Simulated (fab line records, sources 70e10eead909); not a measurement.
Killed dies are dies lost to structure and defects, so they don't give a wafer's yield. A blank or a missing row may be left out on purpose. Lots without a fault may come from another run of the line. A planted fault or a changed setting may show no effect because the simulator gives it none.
A struck lot beside a sound one | flow nand_harc | 30 steps out of a route of 1302
Sound: wafers L563.1, L563.4, L563.5. Struck: wafer L567.1. (L567.2, L567.3 of the same lot were not struck and are left out.) The cause comes at the end.
At each step with rows: each side's tool, then ch and its chambers, then its first start. Under that, the readings that differ: sound wafers | struck wafers | difference of the means | sigmas: that difference in standard deviations of wafers without a fault.
alike: readings whose means differ by less than 2 such deviations, and words and numbers that are the same on both sides. not compared: withheld readings, readings that some wafer has no value for, bounds like >300 that may hide the same value, and numbers for which the record gives no deviation and whose values overlap.
The two part at a step that has a row with sigmas, a row that says differs or no value, or rows on one side only. Numbers that don't overlap but have no deviation are shown without sigmas and don't part them. A reading that every wafer of one side lacks parts them only if that side has two wafers or more.

first, 2 steps without rows for these wafers: NHARC_A_CHANNEL_HOLE_D2_PEB_08 (peb time 65 s); NHARC_A_CHANNEL_HOLE_D2_DEVELOP_09 (develop time 35 s).
NHARC_A_CHANNEL_HOLE_D2_CD_MEAS_10: target cd 100 nm.
  sound on cd_sem-02 ch 0, day 14 06:08; struck on cd_sem-02 ch 0, day 15 22:44
  alike: cd_nm
NHARC_A_CHANNEL_HOLE_D2_OVL_MEAS_11:
  sound on overlay-02, day 14 06:13; struck on overlay-02, day 15 22:50
  alike: overlay_x_nm, overlay_y_nm
NHARC_A_CHANNEL_HOLE_D2_INSPECT_12:
  sound on defect_inspect-01, day 14 06:15; struck on defect_inspect-01, day 15 22:52
  reading          | sound | struck | difference | sigmas
  raw_defect_count | 5 7 7 | 68     | +62        | +3
NHARC_A_CHANNEL_HOLE_D2_DESCUM_15: chemistry O2, time 3 s.
  sound on rie_diel-12 ch 0,1, day 14 06:19; struck on rie_diel-12 ch 3, day 15 22:56
  reading                         | sound                | struck | difference | sigmas
  showerhead_plenum_p_Torr (Torr) | 2.05 1.86 2.05       | 1.78   | -0.21      | -2
  throttle_valve_pct (%)          | 11.308 11.298 11.308 | 11.324 | +0.019     | +2
  alike: drypump_motor_current_A, mfc_ar_sccm, oes_product_au, rf_vpp_V
  not compared: rf_hours_counter_h
NHARC_A_CHANNEL_HOLE_D2_ETCH_38: etches the open film in CF4, target depth 39 nm, time 65 s.
  sound on rie_diel-12 ch 0,1,2, day 14 06:25; struck on rie_diel-12 ch 0, day 15 23:01
  alike: cf4_flow_sccm, drypump_motor_current_A, mfc_ar_sccm, oes_product_au, rf_vpp_V, showerhead_plenum_p_Torr, throttle_valve_pct
  not compared: rf_hours_counter_h
then, 2 steps without rows for these wafers: NHARC_A_CHANNEL_HOLE_D2_ETCH_39 (etches the open film in N2/H2, target depth 260 nm, time 325 s); NHARC_A_CHANNEL_HOLE_D2_ETCH_34 (etches the open film in CF4/CHF3, target depth 154 nm, time 77 s).
NHARC_A_CHANNEL_HOLE_D2_ETCH_16: etches the open film in O2/COS, target depth 3100 nm, time 806 s.
  sound on rie_diel-12 ch 0,1,2; struck on rie_diel-12 ch 1
  alike: drypump_motor_current_A, mfc_ar_sccm, oes_product_au, rf_vpp_V, showerhead_plenum_p_Torr, throttle_valve_pct
  not compared: rf_hours_counter_h
NHARC_A_CHANNEL_HOLE_D2_CD_MEAS_18:
  sound on cd_sem-02, day 14 07:25; struck on cd_sem-01, day 16 00:02
  alike: cd_nm
NHARC_A_CHANNEL_HOLE_D2_ETCH_19: etches the open film in C4F8/O2/Ar, time 34.5 s.
  sound on har_etch-01 ch 0,1, day 14 10:23; struck on har_etch-02 ch 0, day 16 02:29
  reading                     | sound       | struck | difference | sigmas
  drypump_motor_current_A (A) | 6.8 6.8 5.7 | 5.2    | -1.2       | -2
  alike: mfc_ar_sccm, showerhead_plenum_p_Torr, throttle_valve_pct
  not compared: rf_hours_counter_h
NHARC_A_CHANNEL_HOLE_D2_ETCH_20: etches the open film in C4F8/O2/Ar, time 361.9 s, target depth 1600 nm.
  sound on har_etch-01 ch 0,1, day 14 10:32; struck on har_etch-02 ch 0, day 16 02:36
  reading                     | sound       | struck | difference | sigmas
  drypump_motor_current_A (A) | 6.8 6.8 5.8 | 5.2    | -1.3       | -2
  alike: mfc_ar_sccm, showerhead_plenum_p_Torr, throttle_valve_pct
  not compared: rf_hours_counter_h
then, 4 steps without rows for these wafers: NHARC_A_CHANNEL_HOLE_D2_ETCH_21 (etches the open film in C4F8/O2/Ar, time 514.3 s, target depth 1600 nm); NHARC_A_CHANNEL_HOLE_D2_ETCH_22 (etches the open film in C4F8/O2/Ar, time 666.7 s, target depth 1600 nm); NHARC_A_CHANNEL_HOLE_D2_ETCH_23 (etches the open film in C4F8/O2/Ar, time 819 s, target depth 1600 nm); NHARC_A_CHANNEL_HOLE_D2_ETCH_24 (etches the open film in C4F8/O2/Ar, time 906.2 s, target depth 1500 nm).
NHARC_A_CHANNEL_HOLE_D2_ETCH_25: etches the open film in C4F8/O2/Ar, time 1040.2 s, target depth 1500 nm.
  sound on har_etch-01 ch 0,1, day 14 13:25; struck on har_etch-02 ch 0, day 16 05:23
  reading                     | sound             | struck | difference | sigmas
  drypump_motor_current_A (A) | 6.8 6.8 5.7       | 5.2    | -1.2       | -2
  mfc_ar_sccm (sccm)          | 374.8 374.4 374.1 | 377.0  | +2.6       | +3
  alike: showerhead_plenum_p_Torr, throttle_valve_pct
  not compared: rf_hours_counter_h
then, 9 steps without rows for these wafers: NHARC_A_CHANNEL_HOLE_D2_ETCH_26 (etches the open film in C4F8/O2/Ar, time 224.1 s, target depth 300 nm); NHARC_A_CHANNEL_HOLE_D2_ETCH_27 (etches the open film in C4F8/O2/Ar, time 90 s, target depth 400 nm); NHARC_A_CHANNEL_HOLE_D2_STRIP_41 (strips in N2/H2); NHARC_A_CHANNEL_HOLE_D2_STRIP_42 (strips in CF4/CHF3); NHARC_A_CHANNEL_HOLE_D2_STRIP_43 (strips in O2/COS); NHARC_A_CHANNEL_HOLE_D2_ETCH_44 (etches the open film in CF4/O2, target depth 140 nm, overetch 14 nm, time 77 s); NHARC_A_CHANNEL_HOLE_D2_STRIP_28 (strips in O2); NHARC_A_CHANNEL_HOLE_D2_PRECLEAN_29 (cleans in SC1); NHARC_A_CHANNEL_HOLE_D2_SRD_30.
NHARC_A_CHANNEL_HOLE_D2_CD_MEAS_31:
  sound on cd_sem-02, day 14 15:55; struck on cd_sem-01, day 16 07:59
  alike: cd_nm
NHARC_A_CHANNEL_HOLE_D2_XSEM_32:
  sound on xsem-02 ch 0, day 14 16:00; struck on xsem-02 ch 0, day 16 08:05
  reading     | sound          | struck | difference | sigmas
  bow_nm (nm) | 8.58 8.59 8.62 | 9.92   | +1.32      | +5
  alike: bot_cd_nm, tilt_deg
NHARC_A_CHANNEL_HOLE_D2_INSPECT_40:
  sound on defect_inspect-02, day 14 16:06; struck on defect_inspect-02, day 16 08:10
  alike: raw_defect_count

WHERE THEY PART
First at NHARC_A_CHANNEL_HOLE_D2_INSPECT_12; last, within this record, at NHARC_A_CHANNEL_HOLE_D2_XSEM_32. Later steps at which nothing parts them and some readings are alike: NHARC_A_CHANNEL_HOLE_D2_INSPECT_40.

WHY: what the simulator had put in
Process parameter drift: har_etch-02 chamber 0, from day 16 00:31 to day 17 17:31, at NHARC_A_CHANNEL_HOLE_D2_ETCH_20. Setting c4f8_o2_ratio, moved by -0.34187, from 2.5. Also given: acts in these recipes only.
